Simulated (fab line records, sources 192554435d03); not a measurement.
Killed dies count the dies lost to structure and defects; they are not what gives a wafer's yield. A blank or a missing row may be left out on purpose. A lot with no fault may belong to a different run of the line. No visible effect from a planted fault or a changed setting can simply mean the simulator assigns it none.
Split-lot experiment	flow n5-finfet	21 wafers read from 7 lots, route of 1938 steps

THE SPLIT ITSELF
At N5_BEOL_M1_COAT_22 (resist thk 30 nm), the setting spin-rpm was moved away from the recipe's 1500 rpm on 9 of the 21 wafers read, by -11.1% to -5.5%. This setting was run at the recipe's value on the other wafers.

FROM THE SPLIT TO THE READING: what the file shows between them, 4 steps
- N5_BEOL_M1_EBR_24
- N5_BEOL_M1_SOFTBAKE_23: time 60 s
- N5_BEOL_M1_EXPOSE_25: exposes mask V0, defocus 5 nm, target cd 24 nm
- N5_BEOL_M1_PEB_26: peb time 60 s

THE READING
CAR-EUV_of_BEOL_M1_COAT_22.thk-nm (the simulator's own value, which no gauge read), in nm, at N5_BEOL_M1_DEVELOP_27 (develop time 30 s). There is no usual value for it anywhere in the file. Average 29.5 nm, standard deviation 0.099 nm, over the 12 wafers here run with the recipe.

wafer	tool, chamber at the split	spin-rpm as run, rpm	against the recipe	CAR-EUV_of_BEOL_M1_COAT_22.thk-nm, nm	against lot-mates on the recipe
L076.1	litho-track-04, 0	1335	-11.0%	31.4	+1.8
L076.2	litho-track-04, 0	1500	recipe	29.6	-
L076.5	litho-track-04, 0	1500	recipe	29.6	-
L080.3	litho-track-02, 0	1406	-6.3%	30.4	+1.0
L080.5	litho-track-02, 0	1500	recipe	29.4	-
L080.6	litho-track-02, 0	1406	-6.3%	30.6	+1.2
L088.2	litho-track-02, 0	1500	recipe	29.4	-
L088.5	litho-track-02, 0	1500	recipe	29.4	-
L088.6	litho-track-02, 0	1500	recipe	29.4	-
L089.2	litho-track-05, 0	1500	recipe	29.6	-
L089.6	litho-track-05, 0	1500	recipe	29.6	-
L089.5	litho-track-05, 0	1500	recipe	29.4	-
L092.1	litho-track-04, 0	1417	-5.5%	30.4	+0.8
L092.4	litho-track-04, 0	1417	-5.5%	30.4	+0.8
L092.3	litho-track-04, 0	1500	recipe	29.6	-
L095.1	litho-track-05, 0	1376	-8.3%	30.8	+1.4
L095.4	litho-track-05, 0	1376	-8.3%	30.8	+1.4
L095.6	litho-track-05, 0	1500	recipe	29.4	-
L097.2	litho-track-05, 0	1334	-11.1%	31.2	+1.8
L097.3	litho-track-05, 0	1500	recipe	29.4	-
L097.6	litho-track-05, 0	1334	-11.1%	31.4	+2.0

FIT RESULTS
A straight line over all 21 wafers: CAR-EUV_of_BEOL_M1_COAT_22.thk-nm changes by -0.165 nm for each +1% of spin-rpm; r = -0.99; the points scatter about the line by 0.095 nm.
The same after taking each lot's own level away (the mean of its wafers on the recipe; 21 wafers): -0.168 nm for each +1%; r = -1.00; scatter 0.076 nm.
The reading moves by 1.9 nm for the largest change in spin-rpm, on that fit.
Measured against the standard deviation above, the lots' own levels, which go from 29.40 to 29.60 nm, span 2.0 times it.
So the lot-to-lot level changes the slope little: the two slopes agree.
Check: +1.87 nm against its lot-mates is what the line predicts for one of the wafers moved furthest among these (-11.1%) when that wafer is left out of the fit. Against them it came out at +1.8 nm.

OTHER SPLITS APPLIED TO THESE WAFERS
These wafers also went through other splits before the reading. Each is held against what the fit with the lots' levels taken away leaves over:
other split on the same wafers	wafers away from the commonest value	r with CAR-EUV_of_BEOL_M1_COAT_22.thk-nm (lot level and that fit taken away)
N5_BEOL_M0_SAQP_EXPOSE_37 dose-mj	8	+0.42
N5_BEOL_M0_SAQP_ETCH_73 cf4-flow-sccm	7	-0.06
N5_BEOL_M1_COAT_05 spin-rpm	6	+0.01
N5_BEOL_M1_ETCH_64 source-w	7	-0.01

THE WHOLE CHAIN: every reading that the file lists as answering this split, in the file's order
step	what it does	reading	change (the file's fit)	r (the file's)
N5_BEOL_M1_COAT_22	resist thk 30 nm	CAR-EUV_of_BEOL_M1_COAT_22.thk-nm (the simulator's own value, which no gauge read)	-0.158 nm for each +1% of the setting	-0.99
N5_BEOL_M1_DEVELOP_27	develop time 30 s	CAR-EUV_of_BEOL_M1_COAT_22.thk-nm (the simulator's own value, which no gauge read)	-0.167 nm for each +1% of the setting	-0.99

THE FILE'S OWN FIT
CAR-EUV_of_BEOL_M1_COAT_22.thk-nm changes by -0.167 nm for each +1% of spin-rpm, r = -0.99.
